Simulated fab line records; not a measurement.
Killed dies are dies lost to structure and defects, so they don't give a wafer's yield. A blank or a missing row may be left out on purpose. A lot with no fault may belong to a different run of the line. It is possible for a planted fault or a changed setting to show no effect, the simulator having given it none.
Lot-split experiment	flow n5_finfet	route with 1938 steps; 7 lots, 21 wafers read

== THE SPLIT ==
At N5_BEOL_M1_TRENCH_ETCH_37 (etches SiOC in C4F6/O2, target depth 55.207 nm, time 29 s), the setting bias_w was moved away from the recipe's 185 W on 4 of the 21 wafers read, by +5.3% to +17.8%. This setting was run at the recipe's value on the other wafers.

The reading comes from the split's own step.

== THE READING ==
etch.depth_nm (the simulator's own value, which no gauge read), in nm, at N5_BEOL_M1_TRENCH_ETCH_37 (etches SiOC in C4F6/O2, target depth 55.207 nm, time 29 s). The file gives no usual value for it. Average 54.72 nm, standard deviation 0.93 nm, over the 17 wafers here run with the recipe.

wafer	tool, chamber at the split	bias_w as run, W	against the recipe	etch.depth_nm, nm	against lot-mates on the recipe
L075.3	rie_diel-02, 1	185	recipe	54.01	-
L075.4	rie_diel-02, 3	185	recipe	56.44	-
L075.5	rie_diel-02, 0	185	recipe	54.22	-
L077.1	rie_diel-02, 0	185	recipe	53.76	-
L077.3	rie_diel-02, 2	185	recipe	53.33	-
L077.5	rie_diel-02, 1	185	recipe	53.37	-
L080.1	rie_diel-02, 0	185	recipe	53.97	-
L080.3	rie_diel-02, 1	217.9	+17.8%	58.94	+4.97
L080.4	rie_diel-02, 3	217.9	+17.8%	58.74	+4.77
L082.3	rie_diel-01, 1	185	recipe	54.66	-
L082.4	rie_diel-01, 0	185	recipe	54.8	-
L082.5	rie_diel-01, 3	185	recipe	54.51	-
L087.4	rie_diel-01, 3	185	recipe	55.04	-
L087.5	rie_diel-01, 3	194.8	+5.3%	56.24	+0.87
L087.6	rie_diel-01, 0	185	recipe	55.71	-
L090.3	rie_diel-01, 1	185	recipe	54.54	-
L090.4	rie_diel-01, 0	202.1	+9.2%	57.13	+2.43
L090.6	rie_diel-01, 3	185	recipe	54.87	-
L091.2	rie_diel-01, 2	185	recipe	56.7	-
L091.3	rie_diel-01, 1	185	recipe	54.85	-
L091.4	rie_diel-01, 3	185	recipe	55.44	-

FIT RESULTS
A straight line over all 21 wafers: etch.depth_nm changes by +0.236 nm for each +1% of bias_w; r = +0.84; the points scatter about the line by 0.88 nm.
The same after taking each lot's own level away (the mean of its wafers on the recipe; 21 wafers): +0.27 nm for each +1%; r = +0.94; scatter 0.57 nm.
Per that fit: largest bias_w move, reading shift of 4.8 nm.
The span of the lots' own levels, 53.487 to 55.663 nm, comes to 2.3 times the standard deviation stated above.
Thus the slope moves with the lot-to-lot level: the two fits are different.
Check: for one of the wafers moved furthest among these (+17.8%), held out of the fit, the line's prediction against its lot-mates is +4.63 nm. Against them it came out at +4.97 nm.

== THE OTHER SPLITS THESE WAFERS WENT THROUGH ==
Other splits were also applied to these wafers ahead of the reading. Each is held against what the fit with the lots' levels taken away leaves over:
other split on the same wafers	wafers away from the commonest value	r with etch.depth_nm (lot level and that fit taken away)
N5_BEOL_M1_EXPOSE_08 dose_mj	5	-0.24
N5_BEOL_M1_ETCH_77 source_w	8	-0.22

== THE WHOLE CHAIN: every reading that the file lists as answering this split, in the file's order ==
step	what it does	reading	change (the file's fit)	r (the file's)
N5_BEOL_M1_TRENCH_ETCH_37	etches SiOC in C4F6/O2, target depth 55.207 nm, time 29 s	BEOL_M1.feature_depth_nm (the simulator's own value, which no gauge read)	+0.266 nm for each +1% of the setting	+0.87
N5_BEOL_M1_TRENCH_ETCH_37	etches SiOC in C4F6/O2, target depth 55.207 nm, time 29 s	etch.depth_nm (the simulator's own value, which no gauge read)	+0.264 nm for each +1% of the setting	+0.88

== FILE'S OWN FIT ==
etch.depth_nm changes by +0.264 nm for each +1% of bias_w, r = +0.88.
